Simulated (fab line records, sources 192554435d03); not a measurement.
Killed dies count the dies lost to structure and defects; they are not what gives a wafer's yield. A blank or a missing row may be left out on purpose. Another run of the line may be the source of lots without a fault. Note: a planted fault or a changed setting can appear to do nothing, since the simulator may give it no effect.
Chamber matching || flow n5 finfet || N5_BEOL_M4_ALD_84 on ald metal-02 has 4 sister chambers
The step deposits TaN, pulse time 2 s, purge time 3 s, co reactant purge time 2 s. 4 wafers are shown with their chamber, then 8 later ones without.

WAFERS, EACH WITH ITS CHAMBER
{"wafer": "L087.2", "chamber": 3, "heater power w (W)": 479}
{"wafer": "L087.3", "chamber": 2, "heater power w (W)": 363}
{"wafer": "L087.5", "chamber": 1, "heater power w (W)": 400}
{"wafer": "L090.2", "chamber": 0, "heater power w (W)": 454}

WAFERS WITHOUT THEIR CHAMBER
{"wafer": "L090.4", "heater power w (W)": 361}
{"wafer": "L090.5", "heater power w (W)": 476}
{"wafer": "L092.1", "heater power w (W)": 394}
{"wafer": "L092.4", "heater power w (W)": 358}
{"wafer": "L092.6", "heater power w (W)": 473}
{"wafer": "L095.2", "heater power w (W)": 461}
{"wafer": "L095.3", "heater power w (W)": 401}
{"wafer": "L095.5", "heater power w (W)": 464}

WHICH CHAMBER EACH ONE RAN IN
{"wafer": "L090.4", "from the rows above": 2, "in truth": 2}
{"wafer": "L090.5", "from the rows above": 3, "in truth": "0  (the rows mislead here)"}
{"wafer": "L092.1", "from the rows above": 1, "in truth": 1}
{"wafer": "L092.4", "from the rows above": 2, "in truth": 2}
{"wafer": "L092.6", "from the rows above": 3, "in truth": 3}
{"wafer": "L095.2", "from the rows above": "can't be placed: 0 or 3", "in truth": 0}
{"wafer": "L095.3", "from the rows above": 1, "in truth": 1}
{"wafer": "L095.5", "from the rows above": "can't be placed: 0 or 3", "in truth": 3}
Placed correctly: 5 of 8. Cannot be placed on the basis of these rows: 2; the candidates contain the true chamber in 2. 1 placed wrongly.
How it was worked out, from the rows above alone: a wafer's distance from a chamber is the root of the sum, over the readings, of the square of ((its reading less the chamber's mean) divided by the reading's scatter). If the next closest chamber is less than 2 further off than the closest, the wafer can't be placed; otherwise it belongs to the closest. Each chamber's mean is taken over the wafers shown for it. The scatter (one wafer shown for each chamber): square how far every hidden wafer sits from the nearest shown wafer, average those squares and take the square root.
